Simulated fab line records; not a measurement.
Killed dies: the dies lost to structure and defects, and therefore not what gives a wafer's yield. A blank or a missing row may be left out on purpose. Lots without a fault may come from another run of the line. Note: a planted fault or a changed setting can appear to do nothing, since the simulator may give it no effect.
Which tool did it? || flow n5Finfet || 23 wafers from 8 lots sampled at 9 of the route's 1938 steps

## WHAT THE GAUGES SHOWED, per wafer
N5_BEOL_M1_CD_MEAS_28: target cd y 23.3 nm. Usual: cdNm reads 24.09 nm (standard deviation 0.3).
{"lot": "L319", "measured": "day 6 10:28", "on": "cdSem-01", "cdNm (nm)": "24.13 23.48 24.55", "flag": ""}
{"lot": "L328", "measured": "day 8 05:49", "on": "cdSem-03", "cdNm (nm)": "24.48 24.56", "flag": ""}
{"lot": "L329", "measured": "day 8 14:43", "on": "cdSem-01", "cdNm (nm)": "24.13 24.16 24.00", "flag": ""}
{"lot": "L331", "measured": "day 9 05:19", "on": "cdSem-01", "cdNm (nm)": "23.94 24.45 23.81", "flag": ""}
{"lot": "L334", "measured": "day 9 19:20", "on": "cdSem-02", "cdNm (nm)": "24.56 24.31 24.38", "flag": ""}
{"lot": "L336", "measured": "day 10 09:41", "on": "cdSem-01", "cdNm (nm)": "24.56 23.74 23.66", "flag": ""}
{"lot": "L340", "measured": "day 11 14:50", "on": "cdSem-02", "cdNm (nm)": "23.76 23.85 23.90", "flag": ""}
{"lot": "L342", "measured": "day 12 01:05", "on": "cdSem-03", "cdNm (nm)": "23.31 23.73 24.11", "flag": ""}

N5_BEOL_M1_INSPECT_30: inspects for defects (brightfield). Usual: rawDefectCount reads 419 (standard deviation 99).
{"lot": "L319", "measured": "day 6 10:33", "on": "defectInspect-02", "rawDefectCount": "258 319 246", "flag": ""}
{"lot": "L328", "measured": "day 8 05:55", "on": "defectInspect-02", "rawDefectCount": "360 600", "flag": ""}
{"lot": "L329", "measured": "day 8 14:48", "on": "defectInspect-01", "rawDefectCount": "299 269 249", "flag": ""}
{"lot": "L331", "measured": "day 9 05:24", "on": "defectInspect-01", "rawDefectCount": "369 332 449", "flag": ""}
{"lot": "L334", "measured": "day 9 19:26", "on": "defectInspect-02", "rawDefectCount": "496 386 484", "flag": ""}
{"lot": "L336", "measured": "day 10 09:46", "on": "defectInspect-01", "rawDefectCount": "463 359 313", "flag": ""}
{"lot": "L340", "measured": "day 11 14:55", "on": "defectInspect-02", "rawDefectCount": "325 425 383", "flag": ""}
{"lot": "L342", "measured": "day 12 01:10", "on": "defectInspect-01", "rawDefectCount": "286 383 522", "flag": ""}

N5_BEOL_M1_OCD_MEAS_38. Usual: trenchDepthNm reads 55.3 nm (standard deviation 1.1).
{"lot": "L319", "measured": "day 6 14:44", "on": "ocd-02", "trenchDepthNm (nm)": "53.7 56.7 54.1", "flag": ""}
{"lot": "L328", "measured": "day 9 04:26", "on": "ocd-02", "trenchDepthNm (nm)": "10.9 55.1", "flag": "OFF"}
{"lot": "L329", "measured": "day 9 04:42", "on": "ocd-02", "trenchDepthNm (nm)": "2.0 54.8 54.4", "flag": "OFF"}
{"lot": "L331", "measured": "day 9 13:53", "on": "ocd-01", "trenchDepthNm (nm)": "13.1 54.3 57.3", "flag": "OFF"}
{"lot": "L334", "measured": "day 10 00:20", "on": "ocd-01", "trenchDepthNm (nm)": "56.4 53.5 56.2", "flag": ""}
{"lot": "L336", "measured": "day 10 23:16", "on": "ocd-01", "trenchDepthNm (nm)": "55.5 56.3 55.4", "flag": ""}
{"lot": "L340", "measured": "day 11 22:20", "on": "ocd-02", "trenchDepthNm (nm)": "56.8 57.0 55.8", "flag": ""}
{"lot": "L342", "measured": "day 12 08:15", "on": "ocd-02", "trenchDepthNm (nm)": "54.8 54.6 55.3", "flag": ""}

N5_BEOL_M1_CD_MEAS_35: target cd 18 nm, target cd y 21 nm. Usual: cdNm reads 18.0 nm (standard deviation 0.38).
{"lot": "L319", "measured": "day 6 14:53", "on": "cdSem-02", "cdNm (nm)": "19.1 17.9 18.0", "flag": ""}
{"lot": "L328", "measured": "day 9 04:35", "on": "cdSem-02", "cdNm (nm)": "- 18.3", "flag": ""}
{"lot": "L329", "measured": "day 9 04:51", "on": "cdSem-03", "cdNm (nm)": "- 18.2 17.8", "flag": ""}
{"lot": "L331", "measured": "day 9 14:02", "on": "cdSem-02", "cdNm (nm)": "- 18.1 18.7", "flag": ""}
{"lot": "L334", "measured": "day 10 00:29", "on": "cdSem-02", "cdNm (nm)": "18.6 18.4 18.1", "flag": ""}
{"lot": "L336", "measured": "day 10 23:31", "on": "cdSem-01", "cdNm (nm)": "17.3 18.4 17.7", "flag": ""}
{"lot": "L340", "measured": "day 11 22:30", "on": "cdSem-02", "cdNm (nm)": "18.7 18.8 18.3", "flag": ""}
{"lot": "L342", "measured": "day 12 08:25", "on": "cdSem-03", "cdNm (nm)": "18.2 18.4 17.7", "flag": ""}

N5_BEOL_M1_THK_MEAS_53: measures by xrf. Usual: M1_THK 41.1 nm, standard deviation 1.9.
{"lot": "L319", "measured": "day 6 20:20", "on": "filmMetro-01", "M1_THK (nm)": "42.3 39.5 43.5", "flag": ""}
{"lot": "L328", "measured": "day 9 08:08", "on": "filmMetro-02", "M1_THK (nm)": "- 41.3", "flag": ""}
{"lot": "L329", "measured": "day 9 09:30", "on": "filmMetro-02", "M1_THK (nm)": "- 41.3 41.2", "flag": ""}
{"lot": "L331", "measured": "day 9 17:59", "on": "filmMetro-01", "M1_THK (nm)": "- 42.3 43.1", "flag": ""}
{"lot": "L334", "measured": "day 10 04:52", "on": "filmMetro-02", "M1_THK (nm)": "37.0 41.2 40.6", "flag": ""}
{"lot": "L336", "measured": "day 11 03:29", "on": "filmMetro-02", "M1_THK (nm)": "38.5 43.2 43.6", "flag": ""}
{"lot": "L340", "measured": "day 12 02:37", "on": "filmMetro-02", "M1_THK (nm)": "39.9 41.0 39.9", "flag": ""}
{"lot": "L342", "measured": "day 12 12:44", "on": "filmMetro-01", "M1_THK (nm)": "41.0 36.2 42.0", "flag": ""}

N5_BEOL_M4_RC_MEAS_101. Usual: DIBL_N 35.3 mV/V, standard deviation 1.5; DIBL_P 35.3 mV/V, standard deviation 1.9; IOFF_N 0.145 nA/um, standard deviation 0.027; IOFF_P 0.20 nA/um, standard deviation 0.033; ION_N 670 uA/um, standard deviation 12; ION_P 462 uA/um, standard deviation 6.8; SS_N 71.3 mV/dec, standard deviation 0.6; SS_P 73.1 mV/dec, standard deviation 0.7; VT_N 251 mV, standard deviation 3.4; VT_P -251 mV, standard deviation 3.2.
{"lot": "L319", "measured": "day 8 14:43", "on": "prober-02", "DIBL_N (mV/V)": "35.3 33.1 35.4", "DIBL_P (mV/V)": "35.0 32.6 35.4", "IOFF_N (nA/um)": "0.147 0.115 0.157", "IOFF_P (nA/um)": "0.18 0.16 0.20", "ION_N (uA/um)": "670 664 679", "ION_P (uA/um)": "456 458 466", "SS_N (mV/dec)": "71.7 70.6 70.9", "SS_P (mV/dec)": "72.2 72.7 72.6", "VT_N (mV)": "248 254 248", "VT_P (mV)": "-254 -252 -247", "flag": ""}
{"lot": "L328", "measured": "day 11 00:35", "on": "prober-01", "DIBL_N (mV/V)": 32.1, "DIBL_P (mV/V)": 31.7, "IOFF_N (nA/um)": 0.108, "IOFF_P (nA/um)": 0.17, "ION_N (uA/um)": 662, "ION_P (uA/um)": 460, "SS_N (mV/dec)": 70.5, "SS_P (mV/dec)": 71.9, "VT_N (mV)": 254, "VT_P (mV)": -250, "flag": ""}
{"lot": "L329", "measured": "day 11 01:15", "on": "prober-02", "DIBL_N (mV/V)": "33.6 34.0", "DIBL_P (mV/V)": "33.8 34.8", "IOFF_N (nA/um)": "0.130 0.126", "IOFF_P (nA/um)": "0.20 0.20", "ION_N (uA/um)": "674 656", "ION_P (uA/um)": "474 458", "SS_N (mV/dec)": "70.3 71.2", "SS_P (mV/dec)": "72.5 72.3", "VT_N (mV)": "249 255", "VT_P (mV)": "-250 -248", "flag": ""}
{"lot": "L331", "measured": "day 11 13:44", "on": "prober-02", "DIBL_N (mV/V)": "34.4 34.9", "DIBL_P (mV/V)": "35.4 35.4", "IOFF_N (nA/um)": "0.132 0.134", "IOFF_P (nA/um)": "0.20 0.20", "ION_N (uA/um)": "662 651", "ION_P (uA/um)": "463 452", "SS_N (mV/dec)": "70.5 72.0", "SS_P (mV/dec)": "73.4 72.8", "VT_N (mV)": "251 250", "VT_P (mV)": "-251 -250", "flag": ""}
{"lot": "L334", "measured": "day 12 12:25", "on": "prober-02", "DIBL_N (mV/V)": "35.0 36.7 34.3", "DIBL_P (mV/V)": "34.5 36.2 33.6", "IOFF_N (nA/um)": "0.126 0.153 0.119", "IOFF_P (nA/um)": "0.17 0.20 0.17", "ION_N (uA/um)": "671 669 670", "ION_P (uA/um)": "461 456 464", "SS_N (mV/dec)": "71.3 71.5 71.0", "SS_P (mV/dec)": "73.3 73.5 72.6", "VT_N (mV)": "254 251 254", "VT_P (mV)": "-251 -252 -255", "flag": ""}
{"lot": "L336", "measured": "day 13 03:14", "on": "prober-01", "DIBL_N (mV/V)": "35.8 34.0 37.7", "DIBL_P (mV/V)": "35.4 33.6 37.9", "IOFF_N (nA/um)": "0.139 0.103 0.166", "IOFF_P (nA/um)": "0.19 0.17 0.23", "ION_N (uA/um)": "667 641 659", "ION_P (uA/um)": "461 449 453", "SS_N (mV/dec)": "71.4 71.2 71.9", "SS_P (mV/dec)": "72.9 73.1 73.5", "VT_N (mV)": "256 257 251", "VT_P (mV)": "-252 -254 -252", "flag": ""}
{"lot": "L340", "measured": "day 13 16:16", "on": "prober-01", "DIBL_N (mV/V)": "36.1 36.3 35.4", "DIBL_P (mV/V)": "34.9 35.3 35.1", "IOFF_N (nA/um)": "0.148 0.159 0.150", "IOFF_P (nA/um)": "0.18 0.19 0.19", "ION_N (uA/um)": "668 676 662", "ION_P (uA/um)": "454 462 461", "SS_N (mV/dec)": "71.4 71.4 71.5", "SS_P (mV/dec)": "73.0 73.0 73.4", "VT_N (mV)": "251 248 247", "VT_P (mV)": "-255 -253 -252", "flag": ""}
{"lot": "L342", "measured": "day 13 23:03", "on": "prober-01", "DIBL_N (mV/V)": "36.4 35.1 34.8", "DIBL_P (mV/V)": "36.2 34.7 33.9", "IOFF_N (nA/um)": "0.156 0.147 0.126", "IOFF_P (nA/um)": "0.21 0.19 0.17", "ION_N (uA/um)": "663 675 657", "ION_P (uA/um)": "459 458 457", "SS_N (mV/dec)": "71.5 70.4 70.7", "SS_P (mV/dec)": "73.0 72.8 72.9", "VT_N (mV)": "250 249 252", "VT_P (mV)": "-249 -250 -255", "flag": ""}

## EACH LOT AND THE TOOL THAT RAN IT (in order: tool; ch and the chambers of the sampled wafers; start)
{"lot": "L319", "N5_BEOL_M1_HM_DEP_02": "pvdSputter-01, day 6 09:08", "N5_BEOL_M1_ETCH_69": "rieDiel-02 ch 2,3, day 6 10:38", "N5_BEOL_M1_ETCHBACK_99": "rieDiel-02 ch 0,2, day 6 14:20"}
{"lot": "L328", "N5_BEOL_M1_HM_DEP_02": "pvdSputter-01, day 8 03:56", "N5_BEOL_M1_ETCH_69": "rieDiel-02 ch 0,3, day 8 06:00", "N5_BEOL_M1_ETCHBACK_99": "rieDiel-06 ch 0,3, day 9 04:02"}
{"lot": "L329", "N5_BEOL_M1_HM_DEP_02": "pvdSputter-01, day 8 13:19", "N5_BEOL_M1_ETCH_69": "rieDiel-02 ch 0,1,2, day 8 14:53", "N5_BEOL_M1_ETCHBACK_99": "rieDiel-01 ch 1,2,3, day 9 04:18"}
{"lot": "L331", "N5_BEOL_M1_HM_DEP_02": "pvdSputter-01, day 9 04:03", "N5_BEOL_M1_ETCH_69": "rieDiel-06 ch 0,1,3, day 9 05:29", "N5_BEOL_M1_ETCHBACK_99": "rieDiel-02 ch 1,2,3, day 9 13:29"}
{"lot": "L334", "N5_BEOL_M1_HM_DEP_02": "pvdSputter-03, day 9 17:58", "N5_BEOL_M1_ETCH_69": "rieDiel-01 ch 1,2, day 9 19:31", "N5_BEOL_M1_ETCHBACK_99": "rieDiel-02 ch 0,2,3, day 9 23:56"}
{"lot": "L336", "N5_BEOL_M1_HM_DEP_02": "pvdSputter-03, day 10 08:10", "N5_BEOL_M1_ETCH_69": "rieDiel-01 ch 0,1,3, day 10 09:52", "N5_BEOL_M1_ETCHBACK_99": "rieDiel-01 ch 0,1,2, day 10 22:52"}
{"lot": "L340", "N5_BEOL_M1_HM_DEP_02": "pvdSputter-02, day 11 13:29", "N5_BEOL_M1_ETCH_69": "rieDiel-01 ch 0,2,3, day 11 15:04", "N5_BEOL_M1_ETCHBACK_99": "rieDiel-02 ch 0,1,3, day 11 21:57"}
{"lot": "L342", "N5_BEOL_M1_HM_DEP_02": "pvdSputter-01, day 11 23:48", "N5_BEOL_M1_ETCH_69": "rieDiel-02 ch 0,1,3, day 12 01:15", "N5_BEOL_M1_ETCHBACK_99": "rieDiel-01 ch 1,2,3, day 12 07:52"}
- N5_BEOL_M1_HM_DEP_02: deposits TiN, target thk 20 nm.
- N5_BEOL_M1_ETCH_69: etches SiARC in CF4, target depth 15.6 nm, time 26 s.
- N5_BEOL_M1_ETCHBACK_99: etches SiO2 in CHF3, target depth 5 nm, time 10.4 s.

## AS READ BY THE TOOLS THEMSELVES (means over the sampled wafers that have a number; for cases with no such wafer, the mark the record gives instead)
N5_BEOL_M1_HM_DEP_02. Usual: susceptorTempC 25.00 C, standard deviation 0.11; throttleValvePct 29.8 %, standard deviation 1.1.
{"lot": "L319", "tool": "pvdSputter-01", "susceptorTempC (C)": 25.06, "throttleValvePct (%)": 29.3, "flag": ""}
{"lot": "L328", "tool": "pvdSputter-01", "susceptorTempC (C)": 25.08, "throttleValvePct (%)": 30.0, "flag": ""}
{"lot": "L329", "tool": "pvdSputter-01", "susceptorTempC (C)": 25.02, "throttleValvePct (%)": 29.2, "flag": ""}
{"lot": "L331", "tool": "pvdSputter-01", "susceptorTempC (C)": 24.96, "throttleValvePct (%)": 29.2, "flag": ""}
{"lot": "L334", "tool": "pvdSputter-03", "susceptorTempC (C)": 25.05, "throttleValvePct (%)": 30.7, "flag": ""}
{"lot": "L336", "tool": "pvdSputter-03", "susceptorTempC (C)": 24.88, "throttleValvePct (%)": 30.0, "flag": ""}
{"lot": "L340", "tool": "pvdSputter-02", "susceptorTempC (C)": 25.03, "throttleValvePct (%)": 29.6, "flag": ""}
{"lot": "L342", "tool": "pvdSputter-01", "susceptorTempC (C)": 24.93, "throttleValvePct (%)": 29.2, "flag": ""}

N5_BEOL_M1_ETCH_69. Usual: value, then standard deviation, for each; cf4FlowSccm 100.0 sccm / 0.32; drypumpMotorCurrentA 5.8 A / 0.41; etchRfOnTimeS 25.9 s / 0.51; oesProductAu 0.67 a.u. / 0.069; rfVppV 184.0 V / 1; showerheadPlenumPTorr 2.13 Torr / 0.052; throttleValvePct 15.65 % / 0.24.
{"lot": "L319", "tool": "rieDiel-02", "cf4FlowSccm (sccm)": 99.8, "drypumpMotorCurrentA (A)": 6.1, "etchRfOnTimeS (s)": 26.3, "oesProductAu (a.u.)": 0.67, "rfVppV (V)": 184.1, "showerheadPlenumPTorr (Torr)": 2.20, "throttleValvePct (%)": 15.75, "flag": ""}
{"lot": "L328", "tool": "rieDiel-02", "cf4FlowSccm (sccm)": 99.8, "drypumpMotorCurrentA (A)": 5.7, "etchRfOnTimeS (s)": 25.8, "oesProductAu (a.u.)": 0.72, "rfVppV (V)": 182.8, "showerheadPlenumPTorr (Torr)": 2.12, "throttleValvePct (%)": 15.54, "flag": ""}
{"lot": "L329", "tool": "rieDiel-02", "cf4FlowSccm (sccm)": 100.4, "drypumpMotorCurrentA (A)": 5.6, "etchRfOnTimeS (s)": 26.5, "oesProductAu (a.u.)": 0.64, "rfVppV (V)": 184.4, "showerheadPlenumPTorr (Torr)": 2.14, "throttleValvePct (%)": 15.84, "flag": ""}
{"lot": "L331", "tool": "rieDiel-06", "cf4FlowSccm (sccm)": 99.9, "drypumpMotorCurrentA (A)": 5.4, "etchRfOnTimeS (s)": 25.8, "oesProductAu (a.u.)": 0.69, "rfVppV (V)": 184.0, "showerheadPlenumPTorr (Torr)": 2.15, "throttleValvePct (%)": 15.60, "flag": ""}
{"lot": "L334", "tool": "rieDiel-01", "cf4FlowSccm (sccm)": 100.2, "drypumpMotorCurrentA (A)": 5.7, "etchRfOnTimeS (s)": 26.2, "oesProductAu (a.u.)": 0.65, "rfVppV (V)": 184.2, "showerheadPlenumPTorr (Torr)": 2.11, "throttleValvePct (%)": 15.65, "flag": ""}
{"lot": "L336", "tool": "rieDiel-01", "cf4FlowSccm (sccm)": 100.1, "drypumpMotorCurrentA (A)": 6.0, "etchRfOnTimeS (s)": 25.8, "oesProductAu (a.u.)": 0.68, "rfVppV (V)": 182.5, "showerheadPlenumPTorr (Torr)": 2.06, "throttleValvePct (%)": 15.41, "flag": ""}
{"lot": "L340", "tool": "rieDiel-01", "cf4FlowSccm (sccm)": 100.4, "drypumpMotorCurrentA (A)": 6.1, "etchRfOnTimeS (s)": 25.9, "oesProductAu (a.u.)": 0.68, "rfVppV (V)": 183.1, "showerheadPlenumPTorr (Torr)": 2.09, "throttleValvePct (%)": 15.50, "flag": ""}
{"lot": "L342", "tool": "rieDiel-02", "cf4FlowSccm (sccm)": 100.1, "drypumpMotorCurrentA (A)": 5.7, "etchRfOnTimeS (s)": 25.8, "oesProductAu (a.u.)": 0.74, "rfVppV (V)": 183.7, "showerheadPlenumPTorr (Torr)": 2.11, "throttleValvePct (%)": 15.65, "flag": ""}

N5_BEOL_M1_ETCHBACK_99. Usual: drypumpMotorCurrentA 5.8 A, standard deviation 0.44; oes_ar_750_au 0.79 a.u., standard deviation 0.08; oesProductAu 0.79 a.u., standard deviation 0.087; rfVppV 241 V, standard deviation 3.8; showerheadPlenumPTorr 2.14 Torr, standard deviation 0.051; throttleValvePct 17.11 %, standard deviation 0.27.
{"lot": "L319", "tool": "rieDiel-02", "drypumpMotorCurrentA (A)": 5.7, "oes_ar_750_au (a.u.)": 0.79, "oesProductAu (a.u.)": 0.80, "rfVppV (V)": 242, "showerheadPlenumPTorr (Torr)": 2.18, "throttleValvePct (%)": 17.12, "flag": ""}
{"lot": "L328", "tool": "rieDiel-06", "drypumpMotorCurrentA (A)": 5.4, "oes_ar_750_au (a.u.)": 0.86, "oesProductAu (a.u.)": 0.66, "rfVppV (V)": 238, "showerheadPlenumPTorr (Torr)": 2.19, "throttleValvePct (%)": 17.25, "flag": ""}
{"lot": "L329", "tool": "rieDiel-01", "drypumpMotorCurrentA (A)": 5.8, "oes_ar_750_au (a.u.)": 0.76, "oesProductAu (a.u.)": 0.60, "rfVppV (V)": 242, "showerheadPlenumPTorr (Torr)": 2.10, "throttleValvePct (%)": 17.07, "flag": ""}
{"lot": "L331", "tool": "rieDiel-02", "drypumpMotorCurrentA (A)": 6.0, "oes_ar_750_au (a.u.)": 0.74, "oesProductAu (a.u.)": 0.63, "rfVppV (V)": 242, "showerheadPlenumPTorr (Torr)": 2.16, "throttleValvePct (%)": 17.31, "flag": ""}
{"lot": "L334", "tool": "rieDiel-02", "drypumpMotorCurrentA (A)": 5.8, "oes_ar_750_au (a.u.)": 0.79, "oesProductAu (a.u.)": 0.80, "rfVppV (V)": 244, "showerheadPlenumPTorr (Torr)": 2.16, "throttleValvePct (%)": 17.11, "flag": ""}
{"lot": "L336", "tool": "rieDiel-01", "drypumpMotorCurrentA (A)": 5.9, "oes_ar_750_au (a.u.)": 0.81, "oesProductAu (a.u.)": 0.80, "rfVppV (V)": 239, "showerheadPlenumPTorr (Torr)": 2.10, "throttleValvePct (%)": 16.94, "flag": ""}
{"lot": "L340", "tool": "rieDiel-02", "drypumpMotorCurrentA (A)": 5.7, "oes_ar_750_au (a.u.)": 0.86, "oesProductAu (a.u.)": 0.87, "rfVppV (V)": 243, "showerheadPlenumPTorr (Torr)": 2.12, "throttleValvePct (%)": 17.11, "flag": ""}
{"lot": "L342", "tool": "rieDiel-01", "drypumpMotorCurrentA (A)": 5.8, "oes_ar_750_au (a.u.)": 0.75, "oesProductAu (a.u.)": 0.74, "rfVppV (V)": 241, "showerheadPlenumPTorr (Torr)": 2.09, "throttleValvePct (%)": 17.11, "flag": ""}

## THE ANSWER, worked out from the rows above alone
Rule: lot off if the mean of its wafers having a number is beyond 3 standard deviations from the usual mean. A lot without any number at a reading at which 4 lots or more have one is off too. Where the step has rows for the other lots, those lots are counted as sound. Order of review: gauges by route order, followed by the tools' own readings, for which a lot's mean as printed above is used. At the first step where some lot is off, the reading lying furthest off is the one used; lots without a number count as furthest.
Off: L328, L329, L331, at N5_BEOL_M1_OCD_MEAS_38 (trenchDepthNm).
A tool fits if, at a process step before that reading, it ran every lot that is off, and no sound lot after the first of them. The gauges at N5_BEOL_M1_OCD_MEAS_38 are tried like those tools. Of those tried, none fits.

## WHAT THE SIMULATOR PUT IN
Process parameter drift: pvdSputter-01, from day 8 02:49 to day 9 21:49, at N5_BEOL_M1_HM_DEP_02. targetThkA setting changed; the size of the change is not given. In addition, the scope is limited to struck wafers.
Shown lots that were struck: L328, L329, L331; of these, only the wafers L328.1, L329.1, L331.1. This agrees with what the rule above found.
